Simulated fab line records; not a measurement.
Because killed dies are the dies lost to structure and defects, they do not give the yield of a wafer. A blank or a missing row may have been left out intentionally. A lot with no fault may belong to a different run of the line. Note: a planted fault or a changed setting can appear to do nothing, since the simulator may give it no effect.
8D (eight disciplines) problem report, filled in by code || flow nand_harc || the parts of the form that need people (team, actions taken, sign-off) are left out

## 1. THE ISSUE
NHARC_A_M0_SOFTBAKE_04, heater_power_total_W: mean 323.01 W over 1 wafer from 1 lot; wafers with no fault: 188.45 W, standard deviation 0.14. That is +99 or more standard deviations from the usual mean.
The step: time 55 s.
Earliest sighting: wafer L203.5 on litho_track-04 at day 23 10:00. The record holds 39 wafers of 13 lots with a number at this step. Rule for "out", or "out of limits": more than 4 standard deviations from the usual mean. All remaining wafers that have a number are taken as sound.

## 2. WHAT IT IS; WHAT IT IS NOT
{"question": "which readings at this step", "is": "heater_power_total_W", "is not": "-"}
{"question": "which lots", "is": "L203", "is not": "L184, L185, L186, L187, L188, L189, L190, L191, L192, L193, L195, L197"}
{"question": "which wafers of those lots", "is": "L203.5", "is not": "L203.2, L203.4"}
{"question": "read on which tools", "is": "litho_track-04", "is not": "litho_track-01, litho_track-06"}
{"question": "when", "is": "from day 23 10:00", "is not": "up to then (38 sound wafers)"}

## 3. THE SUSPECTS, EACH WITH WHAT RULES IT OUT
Counting: a tool at a process step up to the reading stays a suspect if it ran every lot that is out. Sound lots after the first of them don't rule it out here, since some wafers of a struck lot are sound.
- pvd_sputter-02 at NHARC_A_BLC_DEGAS_30 (time 60 s): kept. The lot that is out, L203, ran on it at day 23 05:47; the last sound lot it ran before that was L193, at day 19 22:17.
- ald_metal-02 at NHARC_A_BLC_ALD_23 (deposits TiN, target thk 3 nm, pulse time 1 s, ald cycles 150): kept. The lot that is out, L203, ran on it at day 23 06:05; the last sound lot it ran before that was L197, at day 20 17:40.
- litho_track-04 at NHARC_A_M0_SOFTBAKE_04 (time 55 s): kept. The lot that is out, L203, ran on it at day 23 10:00; the last sound lot it ran before that was L197, at day 20 21:00. Out on those wafers are its own readings of heater_power_total_W.
- In ald_metal-02 at NHARC_A_BLC_ALD_23, the wafers that are out were processed in chamber 1 and their sound lot-mates in chambers 2, 3.
The count leaves pvd_sputter-02 at NHARC_A_BLC_DEGAS_30, ald_metal-02 at NHARC_A_BLC_ALD_23, and litho_track-04 at NHARC_A_M0_SOFTBAKE_04.

## 4. THE CAUSE (what the simulator had put in)
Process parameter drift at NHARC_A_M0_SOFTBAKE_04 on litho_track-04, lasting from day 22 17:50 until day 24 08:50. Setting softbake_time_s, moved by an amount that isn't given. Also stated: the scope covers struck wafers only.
After counting, 3 suspects remain, this tool included.

## 5. SEQUENCE OF EFFECTS, ordered by route
Rows list readings where the struck wafers' mean (over those with a number) sits beyond 3 standard deviations from the usual. Scope: only readings with a usual standard deviation given in the record; hours: median across lots of the time from each lot's start at the first step in this table that gives one to its start at this step; sigmas: change in usual standard deviations.
{"hours": 0, "step": "NHARC_A_M0_SOFTBAKE_04", "reading": "heater_power_total_W", "usual": "188.45 W", "on struck wafers": 323.01, "change": "+134.56", "sigmas": "+99 or more"}
It contains these process steps:
- NHARC_A_M0_SOFTBAKE_04: time 55 s.
Later measuring or inspecting steps at which every struck wafer that the step has a row for has a number for every such reading, and none has moved that far: NHARC_A_M0_OVL_MEAS_10, NHARC_END_SORT_01.

## 6. WHAT WOULD HAVE CAUGHT IT SOONER
The fault began at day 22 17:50; the first out-of-limits reading in this record came at day 23 10:00, 16 hours later.
